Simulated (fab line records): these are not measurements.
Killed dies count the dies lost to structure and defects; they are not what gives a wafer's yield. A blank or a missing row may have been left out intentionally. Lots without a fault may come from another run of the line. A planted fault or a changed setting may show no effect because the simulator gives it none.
The tool behind it: which one?	flow nand-harc	Sampling: 12 lots, 36 wafers, 5 of 1302 route steps

== WHAT THE GAUGES READ, wafer by wafer ==
NHARC_END_SORT_01. Usual: killed-at-array 58, standard deviation 18; killed-at-other 1.0, standard deviation 1.5; killed-at-periphery 4, standard deviation 3.1; killed-dies 64, standard deviation 18; killed-open 3.4, standard deviation 1.9; killed-short 2.7, standard deviation 1.7.
lot	measured	on	killed-at-array	killed-at-other	killed-at-periphery	killed-dies	killed-open	killed-short	flag
L766	day 28 23:22	prober-02	56 63 670	1 2 0	4 2 4	61 67 674	5 5 2	4 2 3	OFF

== EACH LOT AND THE TOOL THAT RAN IT (in order: tool; ch and the chambers of the sampled wafers; start) ==
lot	NHARC_A_CONTACT_DEP_57	NHARC_A_CONTACT_ETCH_76	NHARC_A_CONTACT_ETCH_77	NHARC_A_CONTACT_ETCH_129
L754	acl-dep-01 ch 0, day 22 04:50	rie-diel-13 ch 2,3, day 22 09:09	rie-diel-13 ch 1,3, day 22 11:27 or earlier	har-cap-etch-03 ch 0,1, day 22 11:27
L757	acl-dep-02 ch 0, day 22 17:43	rie-diel-02 ch 0,2, day 22 21:03	rie-diel-02 ch 1,2,3, day 22 23:46 or earlier	har-cap-etch-02 ch 0,1, day 22 23:46
L756	acl-dep-03 ch 0, day 22 20:38	rie-diel-12 ch 0,2, day 23 00:55	rie-diel-12 ch 1,2,3, day 23 03:12 or earlier	har-cap-etch-01 ch 0, day 23 03:12
L758	acl-dep-02 ch 0, day 23 05:22	rie-diel-12 ch 1,2,3, day 23 09:25	rie-diel-12 ch 1,2,3, day 23 12:22 or earlier	har-cap-etch-02 ch 0,1, day 23 12:22
L761	acl-dep-03 ch 0, day 24 23:03	rie-diel-12 ch 0,1,3, day 25 02:52	rie-diel-12 ch 0,1,2, day 25 05:08 or earlier	har-cap-etch-03 ch 0,1, day 25 05:08
L762	acl-dep-01 ch 0, day 25 18:28	rie-diel-12 ch 0,1, day 25 21:37	rie-diel-12 ch 0,1,2, day 25 23:57 or earlier	har-cap-etch-01 ch 0,1, day 25 23:57
L766	acl-dep-03 ch 0, day 26 04:31	rie-diel-12 ch 0,1,2, day 26 08:20	rie-diel-12 ch 2,3, day 26 10:37 or earlier	har-cap-etch-01 ch 0,1, day 26 10:37
L765	acl-dep-02 ch 0, day 26 04:40	rie-diel-02 ch 0,1,3, day 26 09:01	rie-diel-02 ch 0,1,3, day 26 11:17 or earlier	har-cap-etch-03 ch 0,1, day 26 11:17
L764	acl-dep-03 ch 0, day 26 08:27	rie-diel-13 ch 1,2,3, day 26 12:10	rie-diel-13 ch 0,1,3, day 26 14:26 or earlier	har-cap-etch-02 ch 0,1, day 26 14:26
L772	acl-dep-03 ch 0, day 30 02:37	rie-diel-12 ch 1,2,3, day 30 05:29	rie-diel-12 ch 0,2,3, day 30 07:51 or earlier	har-cap-etch-01 ch 0,1, day 30 07:51
L775	acl-dep-02 ch 0, day 30 17:59	rie-diel-12 ch 1,2,3, day 30 21:47	rie-diel-12 ch 0,3, day 31 00:02 or earlier	har-cap-etch-03 ch 1, day 31 00:02
L777	acl-dep-01 ch 0, day 31 10:41	rie-diel-12 ch 0,1,3, day 31 14:22	rie-diel-12 ch 2,3, day 31 16:40 or earlier	har-cap-etch-02 ch 0,1, day 31 16:40
- NHARC_A_CONTACT_DEP_57: deposits aC, target thk 5300 nm.
- NHARC_A_CONTACT_ETCH_76: etches the open film in N2/H2, target depth 260 nm, time 475.3 s.
- NHARC_A_CONTACT_ETCH_77: etches the open film in CF4/CHF3, target depth 108.9 nm, time 54.5 s.
- NHARC_A_CONTACT_ETCH_129: etches the open film in C4F8/O2/Ar, time 197 s, target depth 1918 nm.

== AS READ BY THE TOOLS THEMSELVES (means over the sampled wafers that have a number; for cases with no such wafer, the mark the record gives instead) ==
NHARC_A_CONTACT_DEP_57. Usual: throttle-valve-pct reads 35.001 % (standard deviation 0.0086).
lot	tool	throttle-valve-pct (%)	flag
L754	acl-dep-01	35.002	
L757	acl-dep-02	34.990	
L756	acl-dep-03	35.009	
L758	acl-dep-02	35.005	
L761	acl-dep-03	35.004	
L762	acl-dep-01	34.996	
L766	acl-dep-03	35.001	
L765	acl-dep-02	35.003	
L764	acl-dep-03	35.004	
L772	acl-dep-03	35.006	
L775	acl-dep-02	34.998	
L777	acl-dep-01	34.996	

NHARC_A_CONTACT_ETCH_76. Usual: drypump-motor-current-A 5.69 A, standard deviation 0.28; oes-product-au 1.002 a.u., standard deviation 0.0095; rf-vpp-V 430.4 V, standard deviation 2.7; run-length-s 496.6 s, standard deviation 0.5; showerhead-plenum-p-Torr 2.04 Torr, standard deviation 0.092; throttle-valve-pct 14.171 %, standard deviation 0.0089.
lot	tool	drypump-motor-current-A (A)	oes-product-au (a.u.)	rf-vpp-V (V)	run-length-s (s)	showerhead-plenum-p-Torr (Torr)	throttle-valve-pct (%)	flag
L754	rie-diel-13	5.82	1.008	429.2	496.9	1.98	14.167	
L757	rie-diel-02	6.07	1.008	428.2	496.9	2.01	14.172	
L756	rie-diel-12	5.74	1.002	430.0	496.4	2.04	14.178	
L758	rie-diel-12	5.70	1.003	430.8	496.7	2.08	14.172	
L761	rie-diel-12	5.51	1.000	429.5	496.4	2.00	14.165	
L762	rie-diel-12	5.35	0.995	430.0	496.1	2.05	14.174	
L766	rie-diel-12	5.55	1.005	430.5	448.3	2.04	14.160	OFF
L765	rie-diel-02	5.71	0.999	430.0	496.6	2.01	14.167	
L764	rie-diel-13	5.89	1.010	429.7	496.7	2.02	14.166	
L772	rie-diel-12	5.68	0.994	432.0	496.6	2.07	14.169	
L775	rie-diel-12	5.69	1.003	431.7	496.7	2.07	14.163	
L777	rie-diel-12	5.52	0.994	428.8	496.4	1.99	14.171	

NHARC_A_CONTACT_ETCH_77. Usual: drypump-motor-current-A 5.70 A, standard deviation 0.29; oes-product-au 0.936 a.u., standard deviation 0.021; rf-vpp-V 370.4 V, standard deviation 2.4; run-length-s 75.8 s, standard deviation 0.46; showerhead-plenum-p-Torr 1.57 Torr, standard deviation 0.065; throttle-valve-pct 16.802 %, standard deviation 0.0088.
lot	tool	drypump-motor-current-A (A)	oes-product-au (a.u.)	rf-vpp-V (V)	run-length-s (s)	showerhead-plenum-p-Torr (Torr)	throttle-valve-pct (%)	flag
L754	rie-diel-13	5.91	0.923	371.7	75.9	1.60	16.800	
L757	rie-diel-02	5.50	0.946	372.4	75.7	1.63	16.803	
L756	rie-diel-12	5.69	0.926	371.3	75.9	1.60	16.801	
L758	rie-diel-12	5.69	0.932	372.0	75.9	1.60	16.807	
L761	rie-diel-12	5.54	0.920	370.7	75.6	1.58	16.801	
L762	rie-diel-12	5.56	0.964	369.7	75.8	1.58	16.797	
L766	rie-diel-12	5.88	0.918	371.7	75.9	1.60	16.810	
L765	rie-diel-02	5.71	0.928	369.3	75.7	1.56	16.798	
L764	rie-diel-13	5.89	0.974	370.0	76.0	1.59	16.799	
L772	rie-diel-12	5.70	0.922	369.0	75.6	1.53	16.803	
L775	rie-diel-12	5.68	0.924	367.4	75.6	1.50	16.795	
L777	rie-diel-12	5.88	0.927	370.5	76.2	1.59	16.804	

== THE ANSWER, worked out from the rows above alone ==
Rule: a lot is off if the mean of its wafers that have a number lies more than 3 standard deviations from the usual mean. Also off: a lot with no number at a reading for which 4 or more lots have one. The other lots that the step has rows for count as sound. The gauges are gone through in route order, then the tools' own readings, and for those a lot's mean is taken as printed above. At the first step where some lot is off, the reading lying furthest off is the one used; lots without a number count as furthest.
Off at NHARC_END_SORT_01 (killed-at-array): L766. Neither off nor sound, because the step has no rows for them: L754, L757, L756, L758, L761, L762, L765, L764, L772, L775, L777.
If a tool, at a process step before that reading, ran all the lots that are off and no sound lot after the first of them, it fits. The gauges at NHARC_END_SORT_01 aren't tried: what is off there is off at NHARC_A_CONTACT_ETCH_76 too, on other tools, and a gauge's error can't cause that. Because NHARC_A_CONTACT_ETCH_77 lacks a start for some lots, the hours and order of its lots are taken from NHARC_A_CONTACT_ETCH_129. Can't be told from this: 3 tools fit, acl-dep-03 at NHARC_A_CONTACT_DEP_57, rie-diel-12 at NHARC_A_CONTACT_ETCH_76 and NHARC_A_CONTACT_ETCH_77, har-cap-etch-01 at NHARC_A_CONTACT_ETCH_129.

== WHAT THE SIMULATOR HAD INSERTED ==
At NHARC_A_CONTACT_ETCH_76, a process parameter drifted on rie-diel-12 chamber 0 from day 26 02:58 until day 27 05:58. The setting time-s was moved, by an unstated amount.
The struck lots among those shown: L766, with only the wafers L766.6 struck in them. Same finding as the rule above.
